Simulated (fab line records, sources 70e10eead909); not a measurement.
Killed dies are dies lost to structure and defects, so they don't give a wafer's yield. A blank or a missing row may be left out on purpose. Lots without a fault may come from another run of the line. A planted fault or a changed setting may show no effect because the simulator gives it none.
One fault seen from 2 desks | flow nand_harc | each desk has only its own numbers; what lay behind them comes last

THE METROLOGY DESK
What the gauges read, lot by lot, whatever tool the lot ran on: means of the sampled wafers that have a number. A lot is out of limits, marked OUT, if its mean lies more than 4 standard deviations from the usual mean; the brackets give that distance.
Columns: A = thk_nm at NHARC_P_BONDPAD_THK_MEAS_20, usual 160.8 nm; B = cd_nm at NHARC_A_ZERO_WELL_CD_MEAS_10, usual 2000.9 nm; C = thk_nm at NHARC_A_SOURCE_PLATE_THK_MEAS_09, usual 9.8 nm
lot  | first seen here | A     | B      | C
L208 | day 6 10:34     | 158.9 | 1999.2 | 10.7
L209 | day 6 21:53     | 161.7 | 2001.2 | 9.1
L211 | day 7 04:42     | 160.3 | 2001.2 | 9.7
L215 | day 8 11:38     | 160.7 | 2000.7 | 10.4
L218 | day 8 22:11     | 163.8 | 1999.4 | 11.7
L229 | day 11 14:38    | 161.8 | 1998.8 | 9.9
This desk's finding: nothing out of limits on any of the 6 lots.

THE DEFECT DESK
What the inspections along the route counted, lot by lot: means of the sampled wafers that have a number. A lot is out of limits, marked OUT, if its mean lies more than 4 standard deviations from the usual mean; the brackets give that distance.
Columns: A = raw_defect_count at NHARC_P_BONDPAD_INSPECT_23, usual 353; B = raw_defect_count at NHARC_A_START_INSPECT_01, usual 3.3; C = raw_defect_count at NHARC_A_ZERO_WELL_INSPECT_17, usual 10
lot  | first seen here | A   | B   | C
L208 | day 6 10:47     | 465 | 5.3 | 15
L209 | day 6 22:07     | 321 | 3.3 | 4
L211 | day 7 04:56     | 490 | 1.3 | 18
L215 | day 8 11:52     | 287 | 4.0 | 7
L218 | day 8 22:25     | 469 | 1.0 | 3
L229 | day 11 14:52    | 550 | 3.7 | 15
This desk's finding: nothing out of limits on any of the 6 lots.

PUT TOGETHER
The metrology desk saw nothing out of limits.
The defect desk saw nothing out of limits.

WHAT THE SIMULATOR HAD PUT IN
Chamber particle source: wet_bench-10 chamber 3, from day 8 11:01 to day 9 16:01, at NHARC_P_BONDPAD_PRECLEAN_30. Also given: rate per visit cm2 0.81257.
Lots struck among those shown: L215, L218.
